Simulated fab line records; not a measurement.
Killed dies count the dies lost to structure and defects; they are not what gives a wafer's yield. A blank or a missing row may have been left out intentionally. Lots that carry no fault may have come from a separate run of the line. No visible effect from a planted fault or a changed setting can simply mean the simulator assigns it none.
Comparing a struck lot with a sound one || flow n5-finfet || 41 steps out of a route of 1938
Sound: wafers L307.1, L307.3, L307.4. Struck: wafers L318.3, L318.5. (L318.4 of the same lot was not struck and is left out.) The cause comes at the end.
Each step with rows lists, per side, the tool, then ch with its chambers, then its first start. Under that, the readings that differ: sound wafers || struck wafers || difference of the means || sigmas: that difference in standard deviations of wafers without a fault.
alike: same words and numbers on both sides, and readings whose means sit less than 2 such deviations apart. not compared: any withheld reading, any reading some wafer has no value for, any bound like >300 that may hide the same value, and any number with overlapping values for which the record gives no deviation.
Wherever a step has rows on one side only, a row that says differs or no value, or a row with sigmas, the two part there. Numbers that have no deviation but don't overlap get no sigmas and don't part them. Lack of a reading on every wafer of one side parts them only where that side has two or more wafers.

first, 9 steps without rows for these wafers: N5_BEOL_M4_ANNEAL_95 (time 240 s); N5_BEOL_M4_SPUTTER_96 (material Cu, target thk 4.5 nm, time 8.29 s); N5_BEOL_M4_ECD_50 (material Cu, target thk 300 nm); N5_BEOL_M4_ANNEAL_51 (time 90 s); N5_BEOL_M4_CMP_52 (polishes, stops on SiOC, t overpolish 6.8 s, target thk 40 nm); N5_BEOL_M4_PRE_CLEAN_60 (time 15 s); N5_BEOL_M4_CO_CAP_55 (material Co, precursor CCTBA/H2, target thk 2 nm, time 102.1 s); N5_BEOL_M4_PRE_CLEAN_56 (time 15 s); N5_BEOL_M4_DEP_57 (deposits SiCN from 3MS/NH3, target thk 8 nm, time 14 s).
N5_BEOL_M4_RC_MEAS_101:
  sound on prober-02 ch 0, day 12 00:55; struck on prober-01 ch 0, day 15 17:44
  alike: DIBL_N, DIBL_P, IOFF_N, IOFF_P, ION_N, ION_P, SS_N, SS_P, VT_N, VT_P
then, 24 steps without rows for these wafers: N5_BEOL_M5_ILD_DEP_00 (deposits SiCOH lowk from DEMS/porogen, target thk 140.64 nm, time 25.9 s); N5_BEOL_M5_CURE_79 (cures SiCOH lowk, time 240 s); N5_BEOL_M5_PECVD_70 (deposits SiO2 from TEOS/O2, target thk 16 nm, time 18 s); N5_BEOL_M5_HM_DEP_02 (deposits TiN, target thk 20 nm); N5_BEOL_M5_COAT_59 (time 60 s, resist thk 60 nm); N5_BEOL_M5_COAT_60 (time 60 s, resist thk 12 nm); N5_BEOL_M5_COAT_71 (time 60 s, resist thk 5 nm); N5_BEOL_M5_COAT_05 (resist thk 30 nm); N5_BEOL_M5_EBR_07; N5_BEOL_M5_SOFTBAKE_06 (time 60 s); N5_BEOL_M5_EXPOSE_08 (exposes mask M5, target cd 28 nm); N5_BEOL_M5_PEB_09 (peb time 60 s); N5_BEOL_M5_DEVELOP_10 (develop time 30 s); N5_BEOL_M5_DESCUM_16 (chemistry O2, time 7 s); N5_BEOL_M5_ETCH_72 (etches underlayer in N2/H2, target depth 6.5 nm, time 5.2 s); N5_BEOL_M5_ETCH_61 (etches SiARC in CF4, target depth 15.6 nm, time 26 s); N5_BEOL_M5_ETCH_62 (etches SOC in N2/H2, target depth 75 nm, overetch 15 nm, time 112.5 s); N5_BEOL_M5_STRIP_63 (strips in N2/H2); N5_BEOL_M5_STRIP_73 (strips in N2/H2); N5_BEOL_M5_STRIP_64 (strips in CF4); N5_BEOL_M5_HM_OPEN_17 (chemistry Cl2/BCl3, target TiN, target depth 20 nm, overetch 6 nm); N5_BEOL_M5_STRIP_19 (strips in O2); N5_BEOL_M5_COAT_65 (time 60 s, resist thk 60 nm); N5_BEOL_M5_COAT_66 (time 60 s, resist thk 12 nm).
N5_BEOL_M8_TRENCH_ETCH_37: etches SiCOH lowk in C4F6/O2, target depth 93.478 nm, time 31.2 s.
  sound on rie-diel-01 ch 1,2,3, day 13 19:59; struck on rie-diel-01 ch 0,1, day 17 04:32
{"reading": "oes-product-au (a.u.)", "sound": "0.69 0.91 0.69", "struck": "1.11 0.97", "difference": "+0.28", "sigmas": "+3"}
{"reading": "model.BEOL_M8.feature-depth-nm (nm)", "sound": "89.2 94.2 93.2", "struck": "141.8 138.6", "difference": "+48.0", "sigmas": ""}
{"reading": "model.etch.depth-nm (nm)", "sound": "89.27 94.18 93.23", "struck": "141.8 138.5", "difference": "+47.9", "sigmas": ""}
{"reading": "model.TiN_of_BEOL_M8_HM_DEP_02.thk-nm (nm)", "sound": "18 17.2 17.4", "struck": "16.2 16.6", "difference": -1.1, "sigmas": ""}
  alike: drypump-motor-current-A, rf-vpp-V, showerhead-plenum-p-Torr, throttle-valve-pct
  not compared: rf-hours-counter-h
N5_BEOL_M8_OCD_MEAS_38:
  sound on ocd-01, day 13 20:08; struck on ocd-01, day 17 04:41
{"reading": "trench-depth-nm (nm)", "sound": "89.2 94.5 93.5", "struck": "142.0 139.2", "difference": "+48.2", "sigmas": "+25"}
N5_BEOL_M8_CMP_52: polishes, stops on SiCOH lowk, t overpolish 6.9 s, target thk 80 nm.
  sound on cmp-04 ch 0,1,2, day 13 22:19; struck on cmp-04 ch 0,1, day 17 07:28
{"reading": "model.Cu_of_BEOL_M8_ECD_50.thk-nm (nm)", "sound": "77.8 81.2 78.4", "struck": "129 123.8", "difference": "+47", "sigmas": ""}
  alike: motor-current-A
N5_BEOL_M8_THK_MEAS_53: measures by xrf.
  sound on film-metro-02, day 13 22:37; struck on film-metro-02, day 17 07:46
{"reading": "M8_THK (nm)", "sound": "75.7 78.9 76.6", "struck": "125.7 120.1", "difference": "+45.8", "sigmas": "+18"}
N5_BEOL_M8_RS_MEAS_57: uses a four-point probe to measure.
  sound on film-metro-02, day 13 22:45; struck on film-metro-01, day 17 07:53
{"reading": "M8_RS (ohm/sq)", "sound": "0.297 0.281 0.294", "struck": "0.166 0.173", "difference": -0.121, "sigmas": -11}
-- record jumps: 2 days separate the struck wafers' starts on either side; left off in module BEOL_M8, taken up again in module BEOL_M15, whose first shown step is the route's number 1830 --
N5_BEOL_M15_RC_MEAS_101:
  sound on prober-02 ch 0, day 16 00:38; struck on prober-02 ch 0, day 19 07:54
{"reading": "COMB_M12 (S/m)", "sound": "9.3e-12 8.8e-12 6.8e-12", "struck": "4.9e-12 5e-12", "difference": -3.4e-12, "sigmas": -2}
{"reading": "COMB_M12_max_site (S/m)", "sound": "1.07e-11 1.25e-11 1.13e-11", "struck": "5.7e-12 8.4e-12", "difference": -4.5e-12, "sigmas": -2}
{"reading": "SERP_M7 (ohm/um)", "sound": "14.8 13.7 14.1", "struck": "12.8 12.5", "difference": -1.5, "sigmas": -2}
{"reading": "SERP_M8 (ohm/um)", "sound": "15.0 14.7 13.8", "struck": "8.2 8.4", "difference": -6.2, "sigmas": -8}
{"reading": "SERP_M8_max_site (ohm/um)", "sound": "15.6 15.2 14.3", "struck": "8.5 9.4", "difference": -6.1, "sigmas": -7}
  alike: etest-temp-c, COMB_M10, COMB_M10_max_site, COMB_M11, COMB_M13, COMB_M14, COMB_M15, COMB_M5, COMB_M6, COMB_M7, COMB_M7_max_site, COMB_M9, SERP_M10, SERP_M11, SERP_M12, SERP_M13, SERP_M14, SERP_M14_max_site, SERP_M5, SERP_M6, SERP_M9, SERP_M9_max_site
N5_PASSIVATION_PROBE_49:
  the record has rows for the struck wafers here (prober-01, day 19 22:34) and none for the sound ones

WHERE THEY PART
First at N5_BEOL_M8_TRENCH_ETCH_37; last, within this record, at N5_PASSIVATION_PROBE_49.

WHY: what the simulator had put in
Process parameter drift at N5_BEOL_M8_TRENCH_ETCH_37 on rie-diel-01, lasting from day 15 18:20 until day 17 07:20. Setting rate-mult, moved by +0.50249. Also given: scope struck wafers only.
